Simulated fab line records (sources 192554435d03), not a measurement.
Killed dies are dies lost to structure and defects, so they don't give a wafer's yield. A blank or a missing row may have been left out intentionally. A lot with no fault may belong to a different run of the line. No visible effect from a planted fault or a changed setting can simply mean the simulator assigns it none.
Which tool did it? | flow n5 finfet | 9 lots, 27 wafers sampled, at 5 steps of a route of 1938

== WHAT THE GAUGES READ, wafer by wafer ==
N5_BEOL_M4_RC_MEAS_101. Usual: DIBL_N 35.8 mV/V, standard deviation 1.8; DIBL_P 35.6 mV/V, standard deviation 2; IOFF_N 0.148 nA/um, standard deviation 0.028; IOFF_P 0.20 nA/um, standard deviation 0.034; ION_N 672 uA/um, standard deviation 12; ION_P 462 uA/um, standard deviation 8.5; SS_N 71.2 mV/dec, standard deviation 0.65; SS_P 73.1 mV/dec, standard deviation 0.67; VT_N 251 mV, standard deviation 3.3; VT_P -251 mV, standard deviation 3.8.
lot  | measured     | on        | DIBL_N (mV/V)  | DIBL_P (mV/V)  | IOFF_N (nA/um)    | IOFF_P (nA/um) | ION_N (uA/um) | ION_P (uA/um) | SS_N (mV/dec)  | SS_P (mV/dec)  | VT_N (mV)   | VT_P (mV)      | flag
L153 | day 8 00:16  | prober-01 | 35.3 34.6 35.5 | 35.9 34.8 35.3 | 0.161 0.154 0.159 | 0.22 0.20 0.22 | 685 675 682   | 471 462 471   | 71.8 71.3 72.4 | 73.3 73.1 72.5 | 252 250 252 | -248 -248 -248 |
L155 | day 9 07:14  | prober-01 | 36.3 35.4 36.7 | 37.7 38.2 37.9 | 0.161 0.152 0.165 | 0.19 0.20 0.19 | 686 674 671   | 464 463 461   | 71.5 71.5 71.0 | 72.9 72.6 73.1 | 250 252 250 | -256 -254 -256 |
L159 | day 9 12:13  | prober-01 | 33.9 36.2 36.4 | 31.6 35.5 35.4 | 0.107 0.157 0.153 | 0.17 0.23 0.22 | 652 682 667   | 459 474 462   | 70.5 71.4 71.6 | 72.6 73.2 73.1 | 255 250 250 | -251 -246 -247 |
L161 | day 10 05:30 | prober-01 | 38.0 34.9 33.6 | 37.4 34.3 32.3 | 0.178 0.117 0.105 | 0.21 0.17 0.14 | 676 656 661   | 456 454 450   | 71.5 71.0 69.8 | 73.8 73.0 72.1 | 252 255 255 | -254 -252 -256 |
L162 | day 10 15:32 | prober-01 | 35.1 35.3 34.7 | 34.7 35.3 34.5 | 0.135 0.146 0.150 | 0.18 0.18 0.18 | 666 673 697   | 458 456 468   | 71.8 71.5 70.6 | 71.9 72.5 72.7 | 252 249 248 | -251 -251 -251 |
L169 | day 12 03:19 | prober-01 | 38.5 35.8 35.6 | 39.8 34.5 36.1 | 0.191 0.137 0.146 | 0.25 0.17 0.18 | 679 663 683   | 463 454 466   | 72.1 71.6 71.5 | 73.7 73.0 73.1 | 248 252 251 | -248 -252 -255 |
L172 | day 13 02:19 | prober-01 | 38.6 37.8 38.0 | 41.2 39.5 39.9 | 0.200 0.181 0.183 | 0.27 0.24 0.25 | 678 684 682   | 464 462 472   | 72.5 71.2 72.0 | 74.2 73.9 74.1 | 245 247 250 | -247 -249 -247 |
L173 | day 13 18:52 | prober-02 | 35.8 38.4 35.3 | 35.0 37.4 33.1 | 0.147 0.197 0.138 | 0.19 0.24 0.18 | 677 691 682   | 463 478 464   | 71.3 71.6 71.0 | 72.4 72.5 71.9 | 250 246 254 | -248 -247 -250 |
L174 | day 13 22:43 | prober-02 | 34.5 35.1 35.3 | 34.1 35.6 35.2 | 0.145 0.163 0.164 | 0.19 0.21 0.21 | 673 687 692   | 471 470 469   | 70.7 70.5 70.9 | 72.4 72.9 72.9 | 249 246 247 | -249 -247 -247 |

== WHAT TOOL EACH LOT RAN ON (gives the tool, then ch and the chambers of the sampled wafers, and finally the start) ==
lot  | N5_SD_EPI_P_ETCH_16               | N5_SD_ACTIVATION_RTA_00         | N5_ILD0_CMP_12               | N5_SDB_STRIP_22
L153 | rie diel-04 ch 0,1,2, day 3 18:34 | rtp anneal-01 ch 0, day 3 21:49 | cmp-02 ch 0,1,2, day 4 05:05 | plasma asher-02 ch 0,1, day 4 06:08
L155 | rie diel-04 ch 0,1, day 4 08:40   | rtp anneal-01 ch 0, day 4 12:01 | cmp-02 ch 2,3, day 4 18:47   | plasma asher-01 ch 0,1, day 4 20:00
L159 | rie diel-01 ch 0,3, day 5 06:29   | rtp anneal-02 ch 0, day 5 11:34 | cmp-02 ch 0,1,2, day 5 18:26 | plasma asher-01 ch 0,1, day 5 20:14
L161 | rie diel-02 ch 0,2,3, day 5 21:20 | rtp anneal-01 ch 0, day 6 00:34 | cmp-02 ch 1,2,3, day 6 07:15 | plasma asher-01 ch 0,1, day 6 08:20
L162 | rie diel-02 ch 0,1,2, day 6 02:26 | rtp anneal-01 ch 0, day 6 05:47 | cmp-04 ch 0,1,3, day 6 13:41 | plasma asher-01 ch 0,1, day 6 15:27
L169 | rie diel-01 ch 2,3, day 7 21:08   | rtp anneal-02 ch 0, day 8 00:19 | cmp-04 ch 0,2,3, day 8 06:59 | plasma asher-01 ch 0,1, day 8 08:04
L172 | rie diel-01 ch 1,3, day 8 12:39   | rtp anneal-01 ch 0, day 8 16:46 | cmp-02 ch 1,2, day 8 23:28   | plasma asher-01 ch 0,1, day 9 00:33
L173 | rie diel-02 ch 1,3, day 8 20:18   | rtp anneal-01 ch 0, day 8 23:26 | cmp-02 ch 2,3, day 9 06:09   | plasma asher-01 ch 0,1, day 9 07:26
L174 | rie diel-04 ch 2,3, day 9 00:35   | rtp anneal-01 ch 0, day 9 03:44 | cmp-01 ch 0,1,3, day 9 10:29 | plasma asher-01 ch 0,1, day 9 11:40
- N5_SD_EPI_P_ETCH_16: etches SiO2 in CHF3/O2, target depth 5 nm.
- N5_SD_ACTIVATION_RTA_00: time 0 s.
- N5_ILD0_CMP_12: polishes SiNx, stops on poly-Si, t overpolish 6 s, target thk 17.67 nm.
- N5_SDB_STRIP_22: strips in N2/H2.

== WHAT THE TOOLS THEMSELVES READ (means of the sampled wafers that have a number; where no wafer has one, the mark that the record gives instead) ==
N5_SD_EPI_P_ETCH_16. Usual: CHF3_flow_sccm 49.99 sccm, standard deviation 0.14; bias w 170.0 W, standard deviation 0.55; drypump motor current A 5.5 A, standard deviation 0.45; oes product au 0.77 a.u., standard deviation 0.088; rf vpp V 520 V, standard deviation 9.2; showerhead plenum p Torr 2.43 Torr, standard deviation 0.079; throttle valve pct 18.90 %, standard deviation 0.13.
lot  | tool        | CHF3_flow_sccm (sccm) | bias w (W) | drypump motor current A (A) | oes product au (a.u.) | rf vpp V (V) | showerhead plenum p Torr (Torr) | throttle valve pct (%) | flag
L153 | rie diel-04 | 50.00                 | 170.1      | 5.1                         | 0.69                  | 521          | 2.38                            | 18.99                  |
L155 | rie diel-04 | 49.89                 | 170.0      | 5.3                         | 0.70                  | 524          | 2.41                            | 18.98                  |
L159 | rie diel-01 | 49.91                 | 169.7      | 5.4                         | 0.83                  | 521          | 2.53                            | 18.84                  |
L161 | rie diel-02 | 50.02                 | 170.6      | 5.5                         | 0.77                  | 519          | 2.42                            | 18.82                  |
L162 | rie diel-02 | 49.97                 | 170.5      | 5.7                         | 0.73                  | 519          | 2.47                            | 18.88                  |
L169 | rie diel-01 | 49.95                 | 170.2      | 5.5                         | 0.72                  | 512          | 2.44                            | 19.01                  |
L172 | rie diel-01 | 49.98                 | 170.2      | 5.8                         | 0.82                  | 516          | 2.45                            | 18.72                  |
L173 | rie diel-02 | 49.94                 | 170.2      | 5.2                         | 0.83                  | 518          | 2.41                            | 18.99                  |
L174 | rie diel-04 | 49.95                 | 170.1      | 5.1                         | 0.83                  | 523          | 2.47                            | 18.89                  |

N5_SD_ACTIVATION_RTA_00. Usual: lamp power pct 8.96 %, standard deviation 0.058; wafer_temp_C_max 974.7, standard deviation 1.9.
lot  | tool          | lamp power pct (%) | wafer_temp_C_max | flag
L153 | rtp anneal-01 | 8.95               | 975.3            |
L155 | rtp anneal-01 | 8.98               | 973.9            |
L159 | rtp anneal-02 | 8.93               | 972.8            |
L161 | rtp anneal-01 | 8.90               | 976.6            |
L162 | rtp anneal-01 | 9.01               | 975.2            |
L169 | rtp anneal-02 | 8.96               | 975.2            |
L172 | rtp anneal-01 | 8.93               | 974.9            |
L173 | rtp anneal-01 | 9.00               | 974.6            |
L174 | rtp anneal-01 | 8.98               | 973.9            |

N5_ILD0_CMP_12. Usual: head pressure psi 2.500 psi, standard deviation 0.0055; motor current A 9.1 A, standard deviation 0.88; overpolish run s 5.999 s, standard deviation 0.0098; slurry filter dp kPa 13.51 kPa, standard deviation 0.14; time to endpoint s 28.4 s, standard deviation 2.4.
lot  | tool   | head pressure psi (psi) | motor current A (A) | overpolish run s (s) | slurry filter dp kPa (kPa) | time to endpoint s (s) | flag
L153 | cmp-02 | 2.497                   | 9.4                 | 5.996                | 13.41                      | 32.4                   |
L155 | cmp-02 | 2.502                   | 8.7                 | 6.001                | 13.56                      | 30.9                   |
L159 | cmp-02 | 2.497                   | 9.3                 | 6.012                | 13.48                      | 28.2                   |
L161 | cmp-02 | 2.496                   | 8.8                 | 5.996                | 13.44                      | 28.1                   |
L162 | cmp-04 | 2.501                   | 9.5                 | 6.001                | 13.55                      | 28.1                   |
L169 | cmp-04 | 2.498                   | 9.3                 | 6.004                | 13.66                      | 25.7                   |
L172 | cmp-02 | 2.172                   | 8.1                 | 6.003                | 13.56                      | 33.4                   | OFF
L173 | cmp-02 | 2.173                   | 7.9                 | 5.996                | 13.47                      | 33.2                   | OFF
L174 | cmp-01 | 2.494                   | 9.4                 | 5.996                | 13.63                      | 29.6                   |

N5_SDB_STRIP_22. Usual: drypump motor current A 5.39 A, standard deviation 0.19; heater power w 348 W, standard deviation 31; oes product au 0.715 a.u., standard deviation 0.0045; strip time to endpoint s 96.1 s, standard deviation 0.45.
lot  | tool            | drypump motor current A (A) | heater power w (W) | oes product au (a.u.) | strip time to endpoint s (s) | flag
L153 | plasma asher-02 | 5.46                        | 348                | 0.712                 | 96.3                         |
L155 | plasma asher-01 | 5.44                        | 355                | 0.716                 | 95.9                         |
L159 | plasma asher-01 | 5.44                        | 360                | 0.717                 | 96.2                         |
L161 | plasma asher-01 | 5.45                        | 360                | 0.718                 | 96.2                         |
L162 | plasma asher-01 | 5.46                        | 361                | 0.710                 | 96.3                         |
L169 | plasma asher-01 | 5.31                        | 345                | 0.716                 | 96.0                         |
L172 | plasma asher-01 | 5.32                        | 344                | 0.716                 | 96.8                         |
L173 | plasma asher-01 | 5.44                        | 360                | 0.711                 | 96.0                         |
L174 | plasma asher-01 | 5.32                        | 343                | 0.710                 | 96.2                         |

== THE ANSWER, worked out from the rows above alone ==
Rule: lot off if the mean of its wafers having a number is beyond 3 standard deviations from the usual mean. A lot without any number at a reading at which 4 lots or more have one is off too. Where the step has rows for the other lots, those lots are counted as sound. The gauges are gone through in route order, then the tools' own readings, and for those a lot's mean is taken as printed above. At the first step where some lot is off, the reading lying furthest off is the one used; lots without a number count as furthest.
Off at N5_ILD0_CMP_12 (head pressure psi): L172, L173.
A tool fits if, at that step or a process step before it, it ran every lot that is off, and no sound lot after the first of them. One candidate fits, namely cmp-02 at N5_ILD0_CMP_12. A fault onset in the window from L161 (day 6 07:15, its last sound lot) to L172 (day 8 23:28, its first lot off) fits.
The tool's own readings at N5_ILD0_CMP_12 bear it out: on the lots that are off they differ by more than 5 times the standard deviation of the sound lots' means. head pressure psi reads 2.173 psi there against 2.498 psi on the sound lots.

== WHAT WAS PUT IN BY THE SIMULATOR ==
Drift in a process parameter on cmp-02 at N5_ILD0_CMP_12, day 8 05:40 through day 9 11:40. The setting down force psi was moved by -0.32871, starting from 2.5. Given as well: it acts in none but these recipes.
Lots struck among those shown: L172, L173. The rule above found the same.
